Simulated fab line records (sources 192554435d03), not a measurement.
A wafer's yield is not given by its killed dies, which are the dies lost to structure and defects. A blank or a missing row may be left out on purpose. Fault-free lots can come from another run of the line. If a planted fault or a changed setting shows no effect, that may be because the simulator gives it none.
A lot that was struck, set against a sound lot :: flow n5 finfet :: 39 out of 1938 route steps
Sound: the wafers L912.1, L912.2, L912.4. Wafers L895.2, L895.6 were the ones struck. The cause is named last.
Each step with rows lists, per side, the tool, then ch with its chambers, then its first start. Under that, the readings that differ: sound wafers :: struck wafers :: difference of the means :: sigmas: that difference in standard deviations of wafers without a fault.
alike: a reading whose means differ by less than 2 such deviations, as well as words and numbers matching on both sides. not compared: withheld readings; readings where some wafer has no value; bounds like >300 that might hide an equal value; numbers whose values overlap and for which the record gives no deviation.
The two part at a step that has a row with sigmas, a row that says differs or no value, or rows on one side only. Non-overlapping numbers with no deviation appear without sigmas and do not part them. A reading that every wafer of one side lacks parts them only if that side has two wafers or more.

first, 10 steps without rows for these wafers: N5_DUMMY_REMOVAL_HM_STRIP_01 (strips SiNx in CH3F/O2, stops on poly-Si, target depth 4 nm, time 6.8 s); N5_DUMMY_REMOVAL_STRIP_10 (strips in N2/H2, time 40 s); N5_DUMMY_REMOVAL_PRECLEAN_07 (cleans in dHF, time 30 s); N5_DUMMY_REMOVAL_DUMMY_REMOVE_02 (chemistry TMAH, target poly-Si, stops on SiO2, target depth 142 nm, time 57 s, rinse time 30 s); N5_DUMMY_REMOVAL_PRECLEAN_08 (cleans in NF3:NH3, afs cycles 2, time 20 s, sublimation time 60 s); N5_DUMMY_REMOVAL_PRECLEAN_04 (cleans in DHF, time 37 s); N5_DUMMY_REMOVAL_SRD_05 (time 30 s); N5_HKMG_FIN_IL_REGROW_00 (material SiO2, chemistry O3, target thk 0.75 nm, time 30 s); N5_HKMG_FIN_HK_ALD_01 (deposits HfO2, target thk 1.6 nm, pulse time 3 s, purge time 3 s); N5_HKMG_FIN_HK_ANNEAL_02 (time 30 s).
N5_HKMG_FIN_ALD_74: deposits La2O3, target thk 0.5 nm, pulse time 6 s, co reactant pulse time 1 s.
  sound on ald hk-02 ch 1,2,3, day 9 18:32; struck on ald hk-02 ch 0, day 5 14:02
  alike: heater power w, precursor pulse height rel
then, 26 steps without rows for these wafers: N5_HKMG_FIN_ALD_75 (deposits Al2O3, target thk 1 nm, co reactant pulse time 1 s); N5_HKMG_FIN_COAT_41 (time 60 s, resist thk 300 nm); N5_HKMG_FIN_COAT_42 (time 60 s, resist thk 35 nm); N5_HKMG_FIN_COAT_43 (resist thk 90 nm); N5_HKMG_FIN_EBR_45; N5_HKMG_FIN_SOFTBAKE_44 (time 60 s); N5_HKMG_FIN_EXPOSE_46 (exposes mask NDIPOLE); N5_HKMG_FIN_PEB_47 (peb time 60 s); N5_HKMG_FIN_DEVELOP_48 (develop time 30 s); N5_HKMG_FIN_DESCUM_53 (chemistry O2, time 7.9 s); N5_HKMG_FIN_ETCH_54 (etches SiARC in CF4, target depth 45.5 nm, time 75.8 s); N5_HKMG_FIN_ETCH_55 (etches SOC in N2/H2, target depth 240 nm, time 300 s); N5_HKMG_FIN_STRIP_56 (strips in N2/H2); N5_HKMG_FIN_STRIP_57 (strips in CF4); N5_HKMG_FIN_ETCH_58 (etches SOC in N2/H2, target depth 215.8 nm, time 741 s); N5_HKMG_FIN_STRIP_93 (strips SOC in N2/H2, time 20 s); N5_HKMG_FIN_WET_ETCH_76 (etches Al2O3 in dNH4OH, stops on La2O3, target depth 2.25 nm, rinse time 30 s); N5_HKMG_FIN_STRIP_60 (strips in N2/H2, time 360 s); N5_HKMG_FIN_WET_ETCH_77 (etches La2O3 in dHCl, stops on HfO2, target depth 2 nm); N5_HKMG_FIN_WET_ETCH_78 (etches Al2O3 in dNH4OH, stops on La2O3, target depth 4.5 nm, rinse time 30 s); N5_HKMG_FIN_ALD_79 (deposits TiN, target thk 1.5 nm, pulse time 1 s, purge time 3 s); N5_HKMG_FIN_CVD_62 (deposits a-Si from Si2H6, target thk 3 nm, time 20.8 s); N5_HKMG_FIN_RTA_80 (time 2 s); N5_HKMG_FIN_PRECLEAN_64 (cleans in dHF, time 30 s); N5_HKMG_FIN_WET_ETCH_65 (etches a-Si in TMAH, stops on TiN, time 49 s, target depth 3 nm); N5_HKMG_FIN_WET_ETCH_81 (etches TiN in SC1, stops on HfO2, time 57 s, target depth 6 nm).
-- record jumps: 4 days separate the struck wafers' starts on either side; left off in module HKMG_FIN, taken up again in module BEOL_M4, whose first shown step is the route's number 1111 --
N5_BEOL_M4_RC_MEAS_101:
  sound on prober-02 ch 0, day 13 18:35; struck on prober-02 ch 0, day 9 14:33
reading: IOFF_P (nA/um)
sound: 0.25 0.19 0.21
struck: 0.13 0.13
difference: -0.09
sigmas: -2

reading: IOFF_P_LIN (nA/um)
sound: 0.116 0.096 0.103
struck: 0.062 0.062
difference: -0.043
sigmas: -3

reading: ION_P (uA/um)
sound: 466 467 475
struck: 443 435
difference: -30
sigmas: -3

reading: VT_N_LVT (mV)
sound: 96 100 97
struck: 86 87
difference: -11
sigmas: -3

reading: VT_P (mV)
sound: -246 -248 -248
struck: -262 -264
difference: -16
sigmas: -4

reading: VT_P_LONG (mV)
sound: -271 -268 -269
struck: -292 -290
difference: -22
sigmas: -6
  alike: DIBL_N, DIBL_P, IOFF_N, ION_N, SS_N, SS_P, VT_N
-- record jumps: 4 days separate the struck wafers' starts on either side; left off in module BEOL_M4, taken up again in module PASSIVATION, whose first shown step is the route's number 1936 --
N5_PASSIVATION_PROBE_49:
  only the struck wafers here have rows in the record (prober-02, day 14 02:00); the sound ones have none

WHERE THEY PART
Last at N5_PASSIVATION_PROBE_49 as far as this record goes, first at N5_BEOL_M4_RC_MEAS_101.

WHY: the cause the simulator had injected
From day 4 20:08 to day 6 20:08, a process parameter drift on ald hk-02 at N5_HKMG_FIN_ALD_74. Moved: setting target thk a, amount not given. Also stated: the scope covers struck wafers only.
